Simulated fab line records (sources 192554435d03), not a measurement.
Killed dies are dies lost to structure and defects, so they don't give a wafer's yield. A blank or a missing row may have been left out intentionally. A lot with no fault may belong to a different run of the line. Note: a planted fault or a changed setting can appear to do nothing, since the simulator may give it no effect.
Matching of chambers -- flow n5-finfet -- N5_SD_EPI_P_ETCH_47 on rie-diel-02 has 4 sister chambers
The step etches SiOCN in CH3F/O2, target depth 25 nm. 4 wafers are shown with their chamber, then 8 later ones without.

WAFERS, EACH WITH ITS CHAMBER
wafer,chamber,showerhead-plenum-p-Torr (Torr)
L078.5,2,1.96
L085.4,1,1.97
L085.5,0,1.99
L087.1,3,2.06

WAFERS WHOSE CHAMBER IS MISSING
wafer,showerhead-plenum-p-Torr (Torr)
L087.2,1.97
L087.3,1.99
L089.1,2.06
L089.3,1.96
L089.6,2.06
L092.1,1.96
L092.2,2.06
L092.3,1.98

THE CHAMBER EACH PASSED THROUGH
wafer,from the rows above,in truth
L087.2,1,1
L087.3,0,0
L089.1,3,3
L089.3,2,2
L089.6,3,3
L092.1,2,2
L092.2,3,3
L092.3,can't be placed: 0 or 1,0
Correctly placed: 7 of 8. Unplaceable from these rows: 1, with the true chamber sitting among the candidates in 1. Wrongly placed: 0.
How it was worked out, from the rows above alone: a wafer's distance from a chamber is the root of the sum, over the readings, of the square of ((its reading less the chamber's mean) divided by the reading's scatter). The wafer belongs to the nearest chamber; if the next one is less than 2 further off, it can't be placed. Each chamber's mean is taken over the wafers shown for it. The scatter (one wafer shown for each chamber): square how far every hidden wafer sits from the nearest shown wafer, average those squares and take the square root.
